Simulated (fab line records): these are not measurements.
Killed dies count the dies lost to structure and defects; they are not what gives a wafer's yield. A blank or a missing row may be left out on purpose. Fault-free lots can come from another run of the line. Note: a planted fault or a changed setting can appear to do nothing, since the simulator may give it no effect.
fab line records    flow n5_finfet
record lots=7  wafers=21
route steps=1938 shown MOL_CONTACT_COAG@535 BEOL_M1@751 BEOL_M2@858 BEOL_M4@1059 BEOL_M5@1112
start_h: the number of hours between the record's first day and the start of the first shown wafer of the lot    wait_h: hours from the lot's prior step to this one    " repeats the value in the row above    L1.1+2: one row covering several wafers at once    - no value, or no start given    * or withheld: withheld    < > ~ a bound
route shown NAME@n: NAME is a module with steps in the file, n the number in the route of the first one    usual: the fault-free wafers' mean and standard deviation    same: alike in all rows    chamber/n: place in a boat    sites: the reading at each site    _std_site: the values' standard deviation    _edge_site: the outer-site mean with the inner-site mean subtracted    radius_mm: how far each site lies from the wafer's centre    mask NAME#n: copy n    behind: the tool/chamber that last shaped the wafer    hold: what put the lot on hold/how long, in hours/how the hold closed    device: transistor that didn't switch, given as n, p or np    end of line: tests of these same wafers at the route's end    a step given without rows: its recipe and nothing more    killed: dies lost to structure and defects at the first sort, not the wafer's yield    map: a wafer's dies, x killed, . not, _ none there
set.NAME: the run value of the setting; set.NAME@STEP: its run value at that earlier step    model.NAME: the simulator's own value behind a step, which no gauge read
lots where settings were altered on purpose, with a table for each step and a row for each wafer
## steps
# step N5_MOL_CONTACT_COAG_CONTACT_ETCH_14
# recipe chemistry=C4F6/O2  target=SiO2  target_depth_a=275  overetch_a=85  mask_material=SOC  pressure_mtorr=30  source_w=370  bias_w=185  Ar_flow_sccm=300  C4F6_flow_sccm=16  O2_flow_sccm=10  time_s=20  ion_energy_ev=259.6
# usual rf_vpp_V=693/3.4
lot.wafer  tool         chamber  start_h  wait_h  set.source_w  rf_vpp_V
L080.1     rie_diel-04  1        128.03   0.0     370           695
L080.3     "            0        "        "       370           697
L080.6     "            0        "        "       370           696
L083.2     rie_diel-04  3        144.86   0.0     428.5         667
L083.4     "            2        "        "       370           692
L083.6     "            2        "        "       370           691
L084.1     rie_diel-05  0        146.70   0.0     370           686
L084.3     "            2        "        "       323.3         729
L084.6     "            2        "        "       323.3         727
L086.1     rie_diel-04  1        159.95   0.0     370           695
L086.4     "            3        "        "       390.8         685
L086.6     "            0        "        "       390.8         685
L090.1     rie_diel-06  3        183.07   0.0     317.8         735
L090.3     "            2        "        "       370           698
L090.5     "            2        "        "       317.8         736
L093.2     rie_diel-04  2        204.70   0.0     370           693
L093.3     "            1        "        "       419.3         659
L093.5     "            2        "        "       419.3         677
L097.2     rie_diel-04  0        232.71   0.0     370           697
L097.3     "            2        "        "       404.1         684
L097.5     "            3        "        "       370           689
# step N5_MOL_CONTACT_COAG_ETCH_67
# recipe chemistry=N2/H2  target=SOC  target_depth_a=600  overetch_a=210  mask_material=SiARC  temp_c=40  time_s=101.2  ion_energy_ev=200  pressure_mtorr=30  source_w=840  bias_w=150  n2_flow_sccm=200  h2_flow_sccm=200
# usual rf_vpp_V=524.5/2.7
lot.wafer  tool         chamber  start_h  wait_h  set.source_w  rf_vpp_V
L080.1     rie_diel-04  2        140.83   0.0     840           521.9
L080.3     "            3        "        "       840           520.6
L080.6     "            2        "        "       840           522.1
L083.2     rie_diel-05  2        156.14   0.0     840           525.6
L083.4     "            3        "        "       899.2         513.9
L083.6     "            2        "        "       840           523.9
L084.1     rie_diel-05  3        159.38   0.0     898.8         514.2
L084.3     "            2        "        "       898.8         514.6
L084.6     "            2        "        "       840           525.1
L086.1     rie_diel-05  0        171.18   0.0     840           518.8
L086.4     "            2        "        "       925.8         508.3
L086.6     "            0        "        "       925.8         504.0
L090.1     rie_diel-04  0        196.64   0.0     715.3         554.6
L090.3     "            1        "        "       840           524.8
L090.5     "            2        "        "       840           522.4
L093.2     rie_diel-05  3        215.62   0.0     840           526.6
L093.3     "            2        "        "       840           525.6
L093.5     "            0        "        "       840           529.5
L097.2     rie_diel-06  3        244.65   0.0     792.3         535.1
L097.3     "            0        "        "       792.3         531.9
L097.5     "            0        "        "       840           522.2
# step N5_BEOL_M1_ILD_DEP_00
# recipe material=SiOC  target_thk_a=790  temp_c=350  precursor=DEMS/O2  pressure_torr=5  rf_w=500  time_s=15.3
lot.wafer  tool      chamber  start_h  wait_h  set.time_s  model.SiOC_of_BEOL_M1_ILD_DEP_00.thk_nm
L080.1     pecvd-03  2        159.50   0.0     15.3        76.8
L080.3     "         0        "        "       15.3        77.6
L080.6     "         2        "        "       15.3        78.2
L083.2     pecvd-02  0        175.20   0.0     14.34       72.8
L083.4     "         1        "        "       15.3        79
L083.6     "         2        "        "       15.3        78.8
L084.1     pecvd-01  0        178.66   0.0     15.3        78.2
L084.3     "         2        "        "       15.3        78.4
L084.6     "         1        "        "       15.3        79.2
L086.1     pecvd-02  1        197.51   0.0     15.3        78.2
L086.4     "         2        "        "       15.3        79
L086.6     "         1        "        "       16.8        87.2
L090.1     pecvd-01  2        216.09   0.0     13.74       70.8
L090.3     "         1        "        "       13.74       69.6
L090.5     "         1        "        "       15.3        79.8
L093.2     pecvd-01  2        248.66   0.0     15.3        77.4
L093.3     "         0        "        "       16.05       80.6
L093.5     "         0        "        "       15.3        78.2
L097.2     pecvd-03  1        266.27   0.0     15.3        77.6
L097.3     "         2        "        "       15.3        77.8
L097.5     "         2        "        "       15.97       82
# step N5_BEOL_M1_THK_MEAS_01
# recipe reads=SiOC_of_BEOL_M1_ILD_DEP_00
# usual M1_ILD_THK=78.6/1
lot.wafer  tool           chamber  start_h  wait_h  set.time_s@BEOL_M1_ILD_DEP_00  M1_ILD_THK[nm]
L080.1     film_metro-01  -        159.57   0.0     15.3                           76.9
L080.3     "              -        "        "       15.3                           77.6
L080.6     "              -        "        "       15.3                           78.3
L083.2     film_metro-01  -        175.27   0.1     14.34                          72.9
L083.4     "              -        "        "       15.3                           79.1
L083.6     "              -        "        "       15.3                           78.9
L084.1     film_metro-01  -        178.73   0.0     15.3                           78.2
L084.3     "              -        "        "       15.3                           78.4
L084.6     "              -        "        "       15.3                           79.2
L086.1     film_metro-02  -        197.58   0.0     15.3                           78.4
L086.4     "              -        "        "       15.3                           79.1
L086.6     "              -        "        "       16.8                           87.2
L090.1     film_metro-02  -        216.15   0.0     13.74                          70.8
L090.3     "              -        "        "       13.74                          69.5
L090.5     "              -        "        "       15.3                           79.8
L093.2     film_metro-02  -        248.73   0.1     15.3                           77.4
L093.3     "              -        "        "       16.05                          80.5
L093.5     "              -        "        "       15.3                           78.3
L097.2     film_metro-01  -        266.34   0.1     15.3                           77.5
L097.3     "              -        "        "       15.3                           77.8
L097.5     "              -        "        "       15.97                          81.9
# step N5_BEOL_M1_PECVD_72
# recipe material=SiO2  target_thk_a=160  temp_c=400  precursor=TEOS/O2  pressure_torr=5.5  rf_w=450  teos_flow_sccm=53.8  gas=O2  flow_sccm=3000  time_s=18
lot.wafer   tool      chamber  start_h  wait_h  set.time_s  model.SiO2_of_BEOL_M1_PECVD_72.thk_nm
L080.1      pecvd-02  0        159.60   0.0     18          15.8
L080.3      "         2        "        "       18          15.6
L080.6      "         2        "        "       18          16
L083.2      pecvd-01  2        175.31   0.0     18          15.8
L083.4      "         1        "        "       18          16.6
L083.6      "         0        "        "       17.07       16
L084.1      pecvd-02  1        178.76   0.0     17.03       14.8
L084.3      "         0        "        "       18          15.6
L084.6      "         2        "        "       17.03       15
L086.1      pecvd-01  2        197.62   0.0     18          15.4
L086.4      "         2        "        "       19.85       17
L086.6      "         1        "        "       18          16.4
L090.1+3+5  pecvd-03  1        216.19   0.0     18          15.8
L093.2      pecvd-02  1        248.77   0.0     18          15.8
L093.3      "         0        "        "       18          16
L093.5      "         1        "        "       18          16.2
L097.2      pecvd-01  2        266.37   0.0     18          15.6
L097.3      "         1        "        "       20.47       18.4
L097.5      "         1        "        "       20.47       18.6
# step N5_BEOL_M2_ETCH_74
# recipe chemistry=N2/H2  target=underlayer  target_depth_a=65  mask_material=CAR-EUV  time_s=5.2  ion_energy_ev=200  pressure_mtorr=30  source_w=840  bias_w=150  n2_flow_sccm=200  h2_flow_sccm=200  ends=cleared
# usual etch_rf_on_time_s=5.13/0.14  rf_vpp_V=524.2/2.8
lot.wafer  tool         chamber  start_h  wait_h  set.source_w  etch_rf_on_time_s  rf_vpp_V
L080.1     rie_diel-06  2        170.49   0.0     840           5.18               525.8
L080.3     "            3        "        "       840           5.23               524.1
L080.6     "            1        "        "       840           5.34               523.0
L083.2     rie_diel-06  0        188.14   0.0     964.6         4.66               499.3
L083.4     "            3        "        "       964.6         4.67               502.7
L083.6     "            0        "        "       840           5.24               524.3
L084.1     rie_diel-04  3        190.42   0.0     840           5.30               520.0
L084.3     "            1        "        "       840           4.98               525.9
L084.6     "            2        "        "       840           5.26               520.7
L086.1     rie_diel-06  3        208.64   0.0     916.2         4.82               510.1
L086.4     "            3        "        "       840           5.18               522.7
L086.6     "            1        "        "       916.2         4.90               509.1
L090.1     rie_diel-04  0        228.12   0.0     897.7         4.82               513.1
L090.3     "            3        "        "       897.7         4.98               509.1
L090.5     "            0        "        "       840           5.03               525.0
L093.2     rie_diel-04  0        257.71   0.0     840           5.11               525.8
L093.3     "            1        "        "       730.2         5.50               551.7
L093.5     "            2        "        "       840           5.29               521.6
L097.2     rie_diel-06  1        274.54   0.0     840           5.17               520.4
L097.3     "            0        "        "       922.3         4.73               505.8
L097.5     "            1        "        "       840           5.18               521.8
# step N5_BEOL_M2_COAT_67
# recipe resist=SOC  temp_c=250  time_s=60  spin_rpm=1500  resist_thk_nm=60
lot.wafer  tool            chamber  start_h  wait_h  set.spin_rpm  model.SOC_of_BEOL_M2_COAT_67.thk_nm
L080.1+6   litho_track-05  0        171.03   0.0     1500          60.2
L080.3     "               0        "        "       1500          60
L083.2+6   litho_track-03  0        188.58   0.0     1500          59.8
L083.4     "               0        "        "       1625          57.4
L084.1     litho_track-03  0        190.86   0.0     1414          61.8
L084.3     "               0        "        "       1500          60.2
L084.6     "               0        "        "       1500          60.4
L086.1+6   litho_track-05  0        209.08   0.0     1500          60
L086.4     "               0        "        "       1500          60.2
L090.1     litho_track-05  0        228.55   0.0     1500          60.2
L090.3     "               0        "        "       1564          59
L090.5     "               0        "        "       1500          59.8
L093.2     litho_track-04  0        258.15   0.0     1500          60
L093.3+5   "               0        "        "       1596          58
L097.2+3   litho_track-04  0        275.02   0.0     1500          60.2
L097.5     "               0        "        "       1642          57.4
# step N5_BEOL_M2_COAT_68
# recipe resist=SiARC  temp_c=220  time_s=60  spin_rpm=1500  resist_thk_nm=12
# step N5_BEOL_M2_COAT_76
# recipe resist=underlayer  temp_c=205  time_s=60  spin_rpm=1500  resist_thk_nm=5
# step N5_BEOL_M2_ALD_98
# recipe material=SiO2  target_thk_a=25  temp_c=100  ald_precursor_family=BDEAS  ald_co_reactant=O2-plasma  pulse_time_s=1  co_reactant_pulse_time_s=1  purge_time_s=2  co_reactant_purge_time_s=2  ald_cycles=17  pressure_torr=2
# step N5_BEOL_M2_ETCHBACK_99
# recipe chemistry=CHF3  target=SiO2  target_depth_a=50  time_s=10.4  source_w=215  bias_w=47  Ar_flow_sccm=200  CHF3_flow_sccm=12  ion_energy_ev=100  pressure_mtorr=30
# step N5_BEOL_M2_ETCH_70
# recipe chemistry=N2/H2  target=SOC  target_depth_a=800  overetch_a=240  mask_material=SiARC  temp_c=40  time_s=130  ion_energy_ev=200  pressure_mtorr=30  source_w=840  bias_w=150  n2_flow_sccm=200  h2_flow_sccm=200
lot.wafer  tool         chamber  start_h  wait_h  set.spin_rpm@BEOL_M2_COAT_67  model.etch.depth_nm
L080.1+6   rie_diel-06  0        178.46   0.0     1500                          60.11
L080.3     "            3        "        "       1500                          60.02
L083.2     rie_diel-04  1        196.01   0.0     1500                          59.8
L083.4     "            3        "        "       1625                          57.49
L083.6     "            0        "        "       1500                          59.83
L084.1     rie_diel-05  1        196.87   0.0     1414                          61.87
L084.3     "            2        "        "       1500                          60.27
L084.6     "            3        "        "       1500                          60.4
L086.1+6   rie_diel-05  3,2      212.99   0.0     1500                          59.93
L086.4     "            3        "        "       1500                          60.11
L090.1     rie_diel-04  2        230.64   0.0     1500                          60.13
L090.3     "            3        "        "       1564                          58.94
L090.5     "            2        "        "       1500                          59.83
L093.2     rie_diel-04  1        259.44   0.0     1500                          59.99
L093.3     "            0        "        "       1596                          57.97
L093.5     "            2        "        "       1596                          57.95
L097.2     rie_diel-06  0        276.17   0.0     1500                          60.24
L097.3     "            1        "        "       1500                          60.2
L097.5     "            2        "        "       1642                          57.5
# step N5_BEOL_M2_STRIP_71
# recipe chemistry=N2/H2  temp_c=40  n2_flow_sccm=200  h2_flow_sccm=200  rf_frequency_hz=6e+07
# step N5_BEOL_M2_STRIP_78
# recipe chemistry=N2/H2  temp_c=40  n2_flow_sccm=200  h2_flow_sccm=200  rf_frequency_hz=6e+07
# step N5_BEOL_M2_VIA_ETCH_34
# recipe chemistry=C4F6/O2  target_depth_a=694  mask_material=SOC  pressure_mtorr=15  ion_energy_ev=250  taper_deg=4  time_s=65.9  source_w=350  bias_w=170  Ar_flow_sccm=300  C4F6_flow_sccm=10  O2_flow_sccm=10
lot.wafer  tool         chamber  start_h  wait_h  set.spin_rpm@BEOL_M2_COAT_67  model.SOC_of_BEOL_M2_COAT_67.thk_nm
L080.1+6   rie_diel-06  0        178.57   0.0     1500                          52.2
L080.3     "            3        "        "       1500                          51.8
L083.2     rie_diel-04  1        196.12   0.0     1500                          51.6
L083.4     "            3        "        "       1625                          49.6
L083.6     "            0        "        "       1500                          51.8
L084.1     rie_diel-05  1        196.98   0.0     1414                          53.4
L084.3+6   "            2,3      "        "       1500                          52
L086.1     rie_diel-05  3        213.09   0.0     1500                          51.6
L086.4+6   "            3,2      "        "       1500                          51.8
L090.1     rie_diel-04  2        230.74   0.0     1500                          52
L090.3     "            3        "        "       1564                          51
L090.5     "            2        "        "       1500                          51.8
L093.2     rie_diel-04  1        259.54   0.0     1500                          51.6
L093.3+5   "            0,2      "        "       1596                          49.8
L097.2+3   rie_diel-06  0,1      276.28   0.0     1500                          52.2
L097.5     "            2        "        "       1642                          49.2
# step N5_BEOL_M4_DESCUM_33
# recipe chemistry=O2  time_s=7  source_power_w=50  bias_power_w=20  pressure_mtorr=20  rf_frequency_hz=2.712e+07  temp_c=40  resist=CAR-EUV  o2_flow_sccm=225
lot.wafer   tool         chamber  start_h  wait_h  set.time_s  model.CAR-EUV_of_BEOL_M4_COAT_22.thk_nm
L080.1      rie_diel-05  2        198.61   0.0     7           26.2
L080.3+6    "            1,0      "        "       7           26
L084.1      rie_diel-04  3        224.84   0.0     7           26.2
L084.3+6    "            0        "        "       7           26
L083.2+4+6  rie_diel-04  0,0,2    225.19   0.1     7           26.2
L086.1      rie_diel-04  2        229.44   0.0     7           26
L086.4+6    "            2,3      "        "       8.025       25.6
L090.1      rie_diel-06  1        248.30   0.1     8.102       25.6
L090.3      "            3        "        "       8.102       25.8
L090.5      "            2        "        "       7           26
L093.2+3+5  rie_diel-06  2,0,1    275.83   0.1     7           26.2
L097.2      rie_diel-06  1        290.40   0.0     7           26
L097.3+5    "            3,2      "        "       5.543       26.8
# step N5_BEOL_M4_ETCH_77
# recipe chemistry=N2/H2  target=underlayer  target_depth_a=65  mask_material=CAR-EUV  time_s=5.2  ion_energy_ev=200  pressure_mtorr=30  source_w=840  bias_w=150  n2_flow_sccm=200  h2_flow_sccm=200  ends=cleared
lot.wafer   tool         chamber  start_h  wait_h  set.time_s@BEOL_M4_DESCUM_33  model.CAR-EUV_of_BEOL_M4_COAT_22.thk_nm
L080.1+3+6  rie_diel-05  2,1,0    198.65   0.0     7                             20.4
L084.1+3+6  rie_diel-04  3,0,0    224.88   0.0     7                             20.4
L083.2      rie_diel-04  0        225.22   0.0     7                             20.4
L083.4+6    "            0,2      "        "       7                             20.6
L086.1      rie_diel-04  2        229.47   0.0     7                             20.4
L086.4+6    "            2,3      "        "       8.025                         20
L090.1      rie_diel-06  1        248.34   0.0     8.102                         19.8
L090.3      "            3        "        "       8.102                         20
L090.5      "            2        "        "       7                             20.4
L093.2+3+5  rie_diel-06  2,0,1    275.87   0.0     7                             20.4
L097.2      rie_diel-06  1        290.44   0.0     7                             20.2
L097.3+5    "            3,2      "        "       5.543                         21.2
# step N5_BEOL_M4_ETCH_69
# recipe chemistry=CF4  target=SiARC  target_depth_a=156  mask_material=CAR-EUV  time_s=26  ion_energy_ev=80  pressure_mtorr=40  source_w=545  bias_w=36  Ar_flow_sccm=100  cf4_flow_sccm=100  ends=cleared
# step N5_BEOL_M4_ALD_98
# recipe material=SiO2  target_thk_a=25  temp_c=100  ald_precursor_family=BDEAS  ald_co_reactant=O2-plasma  pulse_time_s=1  co_reactant_pulse_time_s=1  purge_time_s=2  co_reactant_purge_time_s=2  ald_cycles=17  pressure_torr=2
# step N5_BEOL_M4_ETCHBACK_99
# recipe chemistry=CHF3  target=SiO2  target_depth_a=50  time_s=10.4  source_w=215  bias_w=47  Ar_flow_sccm=200  CHF3_flow_sccm=12  ion_energy_ev=100  pressure_mtorr=30
lot.wafer   tool         chamber  start_h  wait_h  set.time_s@BEOL_M4_DESCUM_33  model.CAR-EUV_of_BEOL_M4_COAT_22.thk_nm
L080.1+3+6  rie_diel-06  3,1,1    199.62   0.8     7                             10.4
L084.1+3+6  rie_diel-05  0,2,1    225.99   1.0     7                             10.4
L083.2+4+6  rie_diel-05  0,3,1    226.41   1.0     7                             10.6
L086.1      rie_diel-05  1        231.99   2.4     7                             10.6
L086.4      "            0        "        "       8.025                         10
L086.6      "            3        "        "       8.025                         10.2
L090.1      rie_diel-06  3        250.32   1.8     8.102                         9.8
L090.3      "            0        "        "       8.102                         10
L090.5      "            3        "        "       7                             10.4
L093.2      rie_diel-05  1        280.08   2.0     7                             10.6
L093.3+5    "            0        "        "       7                             10.4
L097.2      rie_diel-06  1        294.14   3.6     7                             10.2
L097.3+5    "            0,3      "        "       5.543                         11.2
# step N5_BEOL_M5_ILD_DEP_00
# recipe material=SiCOH_lowk  target_thk_a=1406.4  temp_c=300  precursor=DEMS/porogen  pressure_torr=5  rf_w=500  time_s=25.9
lot.wafer  tool      chamber  start_h  wait_h  set.time_s  model.SiCOH_lowk_of_BEOL_M5_ILD_DEP_00.thk_nm
L080.1     pecvd-02  0        206.11   0.8     25.9        139
L080.3     "         0        "        "       25.9        140.8
L080.6     "         2        "        "       25.9        141.4
L084.1     pecvd-03  1        231.54   0.8     25.9        136.2
L084.3     "         1        "        "       28.42       152.8
L084.6     "         1        "        "       28.42       153
L083.2     pecvd-01  0        231.80   0.7     25.9        138.8
L083.4     "         2        "        "       25.9        142.4
L083.6     "         0        "        "       25.9        141
L086.1     pecvd-03  0        238.99   0.8     22.6        120.8
L086.4     "         1        "        "       25.9        140.4
L086.6     "         0        "        "       22.6        124.2
L090.1     pecvd-03  1        256.19   0.8     25.9        141.2
L090.3     "         2        "        "       25.9        139.4
L090.5     "         0        "        "       25.9        143.4
L093.2     pecvd-03  1        285.47   0.7     26.99       143.2
L093.3     "         2        "        "       25.9        137.2
L093.5     "         0        "        "       25.9        142
L097.2     pecvd-02  2        299.87   0.7     24.5        132.6
L097.3     "         1        "        "       24.5        133
L097.5     "         1        "        "       25.9        142.4
# step N5_BEOL_M5_CURE_79
# recipe temp_c=385  time_s=240  ambient=He/Ar  material=SiCOH_lowk
lot.wafer  tool        chamber  start_h  wait_h  set.time_s@BEOL_M5_ILD_DEP_00  model.SiCOH_lowk_of_BEOL_M5_ILD_DEP_00.thk_nm
L080.1     uv_cure-02  1        206.19   0.1     25.9                           119.6
L080.3     "           1        "        "       25.9                           121.2
L080.6     "           1        "        "       25.9                           121.8
L084.1     uv_cure-02  1        231.62   0.1     25.9                           117.2
L084.3     "           1        "        "       28.42                          131.6
L084.6     "           1        "        "       28.42                          131.8
L083.2     uv_cure-01  0        231.94   0.1     25.9                           119.4
L083.4     "           0        "        "       25.9                           122.6
L083.6     "           0        "        "       25.9                           121.4
L086.1     uv_cure-02  1        239.07   0.1     22.6                           103.8
L086.4     "           1        "        "       25.9                           120.8
L086.6     "           1        "        "       22.6                           106.8
L090.1     uv_cure-03  0        256.26   0.0     25.9                           121.4
L090.3     "           0        "        "       25.9                           120
L090.5     "           0        "        "       25.9                           123.4
L093.2     uv_cure-02  2        285.61   0.1     26.99                          123.2
L093.3     "           2        "        "       25.9                           118
L093.5     "           2        "        "       25.9                           122.2
L097.2     uv_cure-01  2        300.01   0.1     24.5                           114
L097.3     "           2        "        "       24.5                           114.4
L097.5     "           2        "        "       25.9                           122.4
# step N5_BEOL_M5_THK_MEAS_01
# recipe reads=SiCOH_lowk_of_BEOL_M5_ILD_DEP_00
# usual M5_ILD_THK=120.6/1.6
lot.wafer  tool           chamber  start_h  wait_h  set.time_s@BEOL_M5_ILD_DEP_00  M5_ILD_THK[nm]
L080.1     film_metro-02  -        206.70   0.4     25.9                           119.8
L080.3     "              -        "        "       25.9                           121.3
L080.6     "              -        "        "       25.9                           121.7
L084.1     film_metro-01  -        232.13   0.4     25.9                           117.1
L084.3     "              -        "        "       28.42                          131.5
L084.6     "              -        "        "       28.42                          131.6
L083.2     film_metro-01  -        232.37   0.4     25.9                           119.4
L083.4     "              -        "        "       25.9                           122.6
L083.6     "              -        "        "       25.9                           121.5
L086.1     film_metro-01  -        239.59   0.4     22.6                           103.8
L086.4     "              -        "        "       25.9                           120.7
L086.6     "              -        "        "       22.6                           106.7
L090.1     film_metro-01  -        257.25   0.8     25.9                           121.5
L090.3     "              -        "        "       25.9                           119.9
L090.5     "              -        "        "       25.9                           123.4
L093.2     film_metro-02  -        286.04   0.4     26.99                          123.2
L093.3     "              -        "        "       25.9                           118.1
L093.5     "              -        "        "       25.9                           122.3
L097.2     film_metro-02  -        300.45   0.4     24.5                           114.1
L097.3     "              -        "        "       24.5                           114.4
L097.5     "              -        "        "       25.9                           122.5
## key
split step=N5_MOL_CONTACT_COAG_CONTACT_ETCH_14  setting=source_w  stated=370  by=wafer
response step=N5_MOL_CONTACT_COAG_CONTACT_ETCH_14  reading=rf_vpp_V  change=-2.11  per=1%  r=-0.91
split step=N5_MOL_CONTACT_COAG_ETCH_67  setting=source_w  stated=840  by=wafer
response step=N5_MOL_CONTACT_COAG_ETCH_67  reading=rf_vpp_V  change=-1.77  per=1%  r=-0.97
split step=N5_BEOL_M1_ILD_DEP_00  setting=time_s  stated=15.3  by=wafer
response step=N5_BEOL_M1_ILD_DEP_00  reading=model.SiOC_of_BEOL_M1_ILD_DEP_00.thk_nm  change=+0.895  per=1%  r=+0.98
response step=N5_BEOL_M1_THK_MEAS_01  reading=M1_ILD_THK  change=+0.893  per=1%  r=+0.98
split step=N5_BEOL_M1_PECVD_72  setting=time_s  stated=18  by=wafer
response step=N5_BEOL_M1_PECVD_72  reading=model.SiO2_of_BEOL_M1_PECVD_72.thk_nm  change=+0.16  per=1%  r=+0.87
split step=N5_BEOL_M2_ETCH_74  setting=source_w  stated=840  by=wafer
response step=N5_BEOL_M2_ETCH_74  reading=etch_rf_on_time_s  change=*  per=1%  r=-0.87
response step=N5_BEOL_M2_ETCH_74  reading=rf_vpp_V  change=-1.75  per=1%  r=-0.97
split step=N5_BEOL_M2_COAT_67  setting=spin_rpm  stated=1500  by=wafer
response step=N5_BEOL_M2_COAT_67  reading=model.SOC_of_BEOL_M2_COAT_67.thk_nm  change=-0.287  per=1%  r=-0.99
response step=N5_BEOL_M2_ETCH_70  reading=model.etch.depth_nm  change=-0.284  per=1%  r=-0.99
response step=N5_BEOL_M2_VIA_ETCH_34  reading=model.SOC_of_BEOL_M2_COAT_67.thk_nm  change=-0.276  per=1%  r=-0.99
split step=N5_BEOL_M4_DESCUM_33  setting=time_s  stated=7  by=wafer
response step=N5_BEOL_M4_DESCUM_33  reading=model.CAR-EUV_of_BEOL_M4_COAT_22.thk_nm  change=-0.0304  per=1%  r=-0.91
response step=N5_BEOL_M4_ETCH_77  reading=model.CAR-EUV_of_BEOL_M4_COAT_22.thk_nm  change=-0.0386  per=1%  r=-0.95
response step=N5_BEOL_M4_ETCHBACK_99  reading=model.CAR-EUV_of_BEOL_M4_COAT_22.thk_nm  change=-0.0402  per=1%  r=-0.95
split step=N5_BEOL_M5_ILD_DEP_00  setting=time_s  stated=25.9  by=wafer
response step=N5_BEOL_M5_ILD_DEP_00  reading=model.SiCOH_lowk_of_BEOL_M5_ILD_DEP_00.thk_nm  change=+1.51  per=1%  r=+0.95
response step=N5_BEOL_M5_CURE_79  reading=model.SiCOH_lowk_of_BEOL_M5_ILD_DEP_00.thk_nm  change=+1.3  per=1%  r=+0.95
response step=N5_BEOL_M5_THK_MEAS_01  reading=M5_ILD_THK  change=+1.3  per=1%  r=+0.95
